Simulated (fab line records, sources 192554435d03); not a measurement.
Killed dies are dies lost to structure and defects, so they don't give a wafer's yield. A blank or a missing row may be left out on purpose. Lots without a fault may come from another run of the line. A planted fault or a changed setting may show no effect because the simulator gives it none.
Split-lot experiment | flow n5_finfet | 7 lots, 21 wafers read, on a route of 1938 steps

THE SPLIT
At N5_BEOL_M2_COAT_67 (time 60 s, resist thk 60 nm), the setting spin_rpm was moved away from the recipe's 1500 rpm on 8 of the 21 wafers read, by -7.1% to +9.4%. The other wafers ran this setting at the recipe's value.

FROM THE SPLIT TO THE READING: what the file shows between them, 7 steps
- N5_BEOL_M2_COAT_68: time 60 s, resist thk 12 nm
- N5_BEOL_M2_COAT_76: time 60 s, resist thk 5 nm
- N5_BEOL_M2_ALD_98: deposits SiO2, target thk 2.5 nm, pulse time 1 s, co reactant pulse time 1 s
- N5_BEOL_M2_ETCHBACK_99: etches SiO2 in CHF3, target depth 5 nm, time 10.4 s
- N5_BEOL_M2_ETCH_70: etches SOC in N2/H2, target depth 80 nm, overetch 24 nm, time 130 s
- N5_BEOL_M2_STRIP_71: strips in N2/H2
- N5_BEOL_M2_STRIP_78: strips in N2/H2

THE READING
SOC_of_BEOL_M2_COAT_67.thk_nm (the simulator's own value, which no gauge read), in nm, at N5_BEOL_M2_VIA_ETCH_34 (etches the open film in C4F6/O2, target depth 69.4 nm, time 65.9 s). The file gives no usual value for it. The 13 wafers here that ran the recipe average 51.8 nm, standard deviation 0.24 nm.

wafer  | tool, chamber at the split | spin_rpm as run, rpm | against the recipe | SOC_of_BEOL_M2_COAT_67.thk_nm, nm | against lot-mates on the recipe
L075.2 | litho_track-01, 0          | 1500                 | recipe             | 51.8                              | -
L075.5 | litho_track-01, 0          | 1393                 | -7.1%              | 54.2                              | +2.1
L075.6 | litho_track-01, 0          | 1500                 | recipe             | 52.4                              | -
L080.1 | litho_track-05, 0          | 1500                 | recipe             | 51.8                              | -
L080.2 | litho_track-05, 0          | 1500                 | recipe             | 51.6                              | -
L080.3 | litho_track-05, 0          | 1500                 | recipe             | 52                                | -
L083.1 | litho_track-01, 0          | 1500                 | recipe             | 51.6                              | -
L083.4 | litho_track-01, 0          | 1500                 | recipe             | 51.8                              | -
L083.6 | litho_track-01, 0          | 1500                 | recipe             | 52                                | -
L087.2 | litho_track-05, 0          | 1500                 | recipe             | 51.4                              | -
L087.3 | litho_track-05, 0          | 1571                 | +4.7%              | 50.6                              | -0.8
L087.4 | litho_track-05, 0          | 1571                 | +4.7%              | 50.8                              | -0.6
L088.1 | litho_track-04, 0          | 1641                 | +9.4%              | 49.2                              | -2.5
L088.4 | litho_track-04, 0          | 1500                 | recipe             | 51.6                              | -
L088.5 | litho_track-04, 0          | 1500                 | recipe             | 51.8                              | -
L086.2 | litho_track-01, 0          | 1444                 | -3.7%              | 53                                | +1.4
L086.3 | litho_track-01, 0          | 1444                 | -3.7%              | 53.2                              | +1.6
L086.4 | litho_track-01, 0          | 1500                 | recipe             | 51.6                              | -
L096.2 | litho_track-01, 0          | 1500                 | recipe             | 51.8                              | -
L096.4 | litho_track-01, 0          | 1436                 | -4.3%              | 53.2                              | +1.4
L096.6 | litho_track-01, 0          | 1436                 | -4.3%              | 53                                | +1.2

THE FIT
A straight line over all 21 wafers: SOC_of_BEOL_M2_COAT_67.thk_nm changes by -0.292 nm for each +1% of spin_rpm; r = -0.97; the points scatter about the line by 0.24 nm.
The same after taking each lot's own level away (the mean of its wafers on the recipe; 21 wafers): -0.269 nm for each +1%; r = -0.97; scatter 0.26 nm.
On that fit, the largest move of spin_rpm shifts the reading by 2.5 nm.
The lots' own levels span 51.40 to 52.10 nm, that is 2.9 times the standard deviation above.
So the lot-to-lot level changes the slope little: the two slopes agree.
Check: with one of the wafers moved furthest among these (+9.4%) left out of the fit, the line predicts -2.34 nm for it against its lot-mates. It came out at -2.5 nm against them.

OTHER SPLITS ON THESE WAFERS
These wafers also went through other splits before the reading. Each is held against what the fit with the lots' levels taken away leaves over:
other split on the same wafers           | wafers away from the commonest value | r with SOC_of_BEOL_M2_COAT_67.thk_nm (lot level and that fit taken away)
N5_HKMG_FIN_ETCH_58 source_w             | 8                                    | -0.18
N5_MOL_CONTACT_COAG_ETCH_15 source_w     | 3                                    | +0.17
N5_MOL_CONTACT_COAG_CVD_140 target_thk_a | 8                                    | +0.29
N5_BEOL_M0_SAQP_PECVD_03 time_s          | 5                                    | -0.15
N5_BEOL_M0_ETCH_138 source_w             | 13                                   | +0.58
N5_BEOL_M1_SPUTTER_79 time_s             | 9                                    | +0.08
N5_BEOL_M2_ETCH_74 source_w              | 6                                    | +0.25

THE WHOLE CHAIN: every reading that the file lists as answering this split, in the file's order
step                    | what it does                                                        | reading                                                                        | change (the file's fit)                                                                                              | r (the file's)
N5_BEOL_M2_COAT_67      | time 60 s, resist thk 60 nm                                         | SOC_of_BEOL_M2_COAT_67.thk_nm (the simulator's own value, which no gauge read) | -0.283 nm for each +1% of the setting                                                                                | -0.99
N5_BEOL_M2_ETCH_70      | etches SOC in N2/H2, target depth 80 nm, overetch 24 nm, time 130 s | etch.depth_nm (the simulator's own value, which no gauge read)                 | -0.284 nm for each +1% of the setting                                                                                | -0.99
N5_BEOL_M2_VIA_ETCH_34  | etches the open film in C4F6/O2, target depth 69.4 nm, time 65.9 s  | SOC_of_BEOL_M2_COAT_67.thk_nm (the simulator's own value, which no gauge read) | -0.273 nm for each +1% of the setting                                                                                | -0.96
N5_PASSIVATION_PROBE_49 |                                                                     | sort_bin_8_speed                                                               | -0.0144 for each +1% of the setting, in a fit together with source_w@MOL_CONTACT_COAG_ETCH_15,time_s@BEOL_M14_DEP_53 | 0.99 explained

THE FILE'S OWN FIT
SOC_of_BEOL_M2_COAT_67.thk_nm changes by -0.273 nm for each +1% of spin_rpm, r = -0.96.
